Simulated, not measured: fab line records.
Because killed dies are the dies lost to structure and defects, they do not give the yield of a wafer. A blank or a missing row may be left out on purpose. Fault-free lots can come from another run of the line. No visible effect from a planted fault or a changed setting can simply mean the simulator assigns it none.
Which of the tools did it? :: flow nandHarc :: 30 wafers from 10 lots sampled at 5 of the route's 1159 steps

== WHAT THE GAUGES READ, wafer by wafer ==
NHARC_END_SORT_01.
lot: L701
measured: day 21 17:27
on: prober-01
killedAtArray: 30 216 27

== WHAT TOOL EACH LOT RAN ON (gives the tool, then ch and the chambers of the sampled wafers, and finally the start) ==
lot: L691
NHARC_A_CHANNEL_HOLE_D1_ETCH_38: rieDiel-05 ch 1,2, day 8 14:19
NHARC_A_CHANNEL_HOLE_D1_ETCH_21: harEtch-02 ch 0,1, day 8 16:08
NHARC_A_CHANNEL_HOLE_D1_ETCH_44: rieDiel-05 ch 0,1, day 8 20:23
NHARC_A_CHANNEL_FILL_D1_ETCHBACK_19: rieSi-03 ch 0,1,3, day 10 02:58

lot: L692
NHARC_A_CHANNEL_HOLE_D1_ETCH_38: rieDiel-09 ch 0,3, day 8 20:49
NHARC_A_CHANNEL_HOLE_D1_ETCH_21: harEtch-01 ch 0,1, day 8 22:29
NHARC_A_CHANNEL_HOLE_D1_ETCH_44: rieDiel-05 ch 2,3, day 9 02:38
NHARC_A_CHANNEL_FILL_D1_ETCHBACK_19: rieSi-06 ch 0,3, day 10 07:41

lot: L693
NHARC_A_CHANNEL_HOLE_D1_ETCH_38: rieDiel-13 ch 1,2,3, day 8 21:26
NHARC_A_CHANNEL_HOLE_D1_ETCH_21: harEtch-02 ch 0,1, day 8 22:58
NHARC_A_CHANNEL_HOLE_D1_ETCH_44: rieDiel-13 ch 0,1, day 9 03:17
NHARC_A_CHANNEL_FILL_D1_ETCHBACK_19: rieSi-03 ch 1,2,3, day 10 07:43

lot: L695
NHARC_A_CHANNEL_HOLE_D1_ETCH_38: rieDiel-13 ch 2,3, day 9 06:50
NHARC_A_CHANNEL_HOLE_D1_ETCH_21: harEtch-01 ch 0,1, day 9 12:05
NHARC_A_CHANNEL_HOLE_D1_ETCH_44: rieDiel-05 ch 0,1,3, day 9 16:13
NHARC_A_CHANNEL_FILL_D1_ETCHBACK_19: rieSi-06 ch 1,3, day 10 14:52

lot: L696
NHARC_A_CHANNEL_HOLE_D1_ETCH_38: rieDiel-09 ch 0,2, day 9 10:38
NHARC_A_CHANNEL_HOLE_D1_ETCH_21: harEtch-02 ch 0,1, day 9 12:27
NHARC_A_CHANNEL_HOLE_D1_ETCH_44: rieDiel-13 ch 1,2,3, day 9 16:43
NHARC_A_CHANNEL_FILL_D1_ETCHBACK_19: rieSi-03 ch 0,1,3, day 10 14:48

lot: L700
NHARC_A_CHANNEL_HOLE_D1_ETCH_38: rieDiel-09 ch 0,1,2, day 10 06:43
NHARC_A_CHANNEL_HOLE_D1_ETCH_21: harEtch-02 ch 0,1, day 10 08:13
NHARC_A_CHANNEL_HOLE_D1_ETCH_44: rieDiel-09 ch 0,2,3, day 10 12:31
NHARC_A_CHANNEL_FILL_D1_ETCHBACK_19: rieSi-03 ch 0,2,3, day 11 20:48

lot: L701
NHARC_A_CHANNEL_HOLE_D1_ETCH_38: rieDiel-09 ch 1,2,3, day 11 02:21
NHARC_A_CHANNEL_HOLE_D1_ETCH_21: harEtch-02 ch 0,1, day 11 03:56
NHARC_A_CHANNEL_HOLE_D1_ETCH_44: rieDiel-05 ch 0,1,3, day 11 08:13
NHARC_A_CHANNEL_FILL_D1_ETCHBACK_19: rieSi-02 ch 1,2, day 12 10:10

lot: L709
NHARC_A_CHANNEL_HOLE_D1_ETCH_38: rieDiel-05 ch 1,3, day 12 16:33
NHARC_A_CHANNEL_HOLE_D1_ETCH_21: harEtch-02 ch 0,1, day 12 18:08
NHARC_A_CHANNEL_HOLE_D1_ETCH_44: rieDiel-13 ch 1,3, day 12 22:20
NHARC_A_CHANNEL_FILL_D1_ETCHBACK_19: rieSi-06 ch 0,1, day 13 22:25

lot: L711
NHARC_A_CHANNEL_HOLE_D1_ETCH_38: rieDiel-09 ch 0,2,3, day 13 04:08
NHARC_A_CHANNEL_HOLE_D1_ETCH_21: harEtch-02 ch 0,1, day 13 05:43
NHARC_A_CHANNEL_HOLE_D1_ETCH_44: rieDiel-13 ch 0,1,2, day 13 09:56
NHARC_A_CHANNEL_FILL_D1_ETCHBACK_19: rieSi-02 ch 0,1,2, day 14 13:20

lot: L713
NHARC_A_CHANNEL_HOLE_D1_ETCH_38: rieDiel-13 ch 1,2,3, day 13 08:28
NHARC_A_CHANNEL_HOLE_D1_ETCH_21: harEtch-01 ch 0,1, day 13 09:59
NHARC_A_CHANNEL_HOLE_D1_ETCH_44: rieDiel-09 ch 0,2,3, day 13 14:18
NHARC_A_CHANNEL_FILL_D1_ETCHBACK_19: rieSi-03 ch 0,2,3, day 14 13:22
- NHARC_A_CHANNEL_HOLE_D1_ETCH_38: etches the open film in CF4, target depth 39 nm, time 65 s.
- NHARC_A_CHANNEL_HOLE_D1_ETCH_21: etches the open film in C4F8/O2/Ar, time 514.3 s, target depth 1600 nm.
- NHARC_A_CHANNEL_HOLE_D1_ETCH_44: etches the open film in CF4/O2, target depth 140 nm, overetch 14 nm, time 77 s.
- NHARC_A_CHANNEL_FILL_D1_ETCHBACK_19: etches the open film in HBr/Cl2, target depth 5 nm, time 1.7 s.

== THE ANSWER, worked out from the rows above alone ==
Rule: the usual values come from the lots themselves. Put in order of their means at a reading, lots are off if they are a third of the lots or fewer, leave a main group of 4 or more, and stand apart from it by a gap of 3 or more times the standard deviation of the main group's means; of several such gaps the widest counts. A main group is skipped when, at the precision printed for the reading in the tables above, its means are all equal. A lot without any number at a reading at which 4 lots or more have one is off too. All remaining lots with rows at the step are treated as sound.
Across all readings shown, no lot is off: no conclusion can be drawn from this.

== WHAT WAS PUT IN BY THE SIMULATOR ==
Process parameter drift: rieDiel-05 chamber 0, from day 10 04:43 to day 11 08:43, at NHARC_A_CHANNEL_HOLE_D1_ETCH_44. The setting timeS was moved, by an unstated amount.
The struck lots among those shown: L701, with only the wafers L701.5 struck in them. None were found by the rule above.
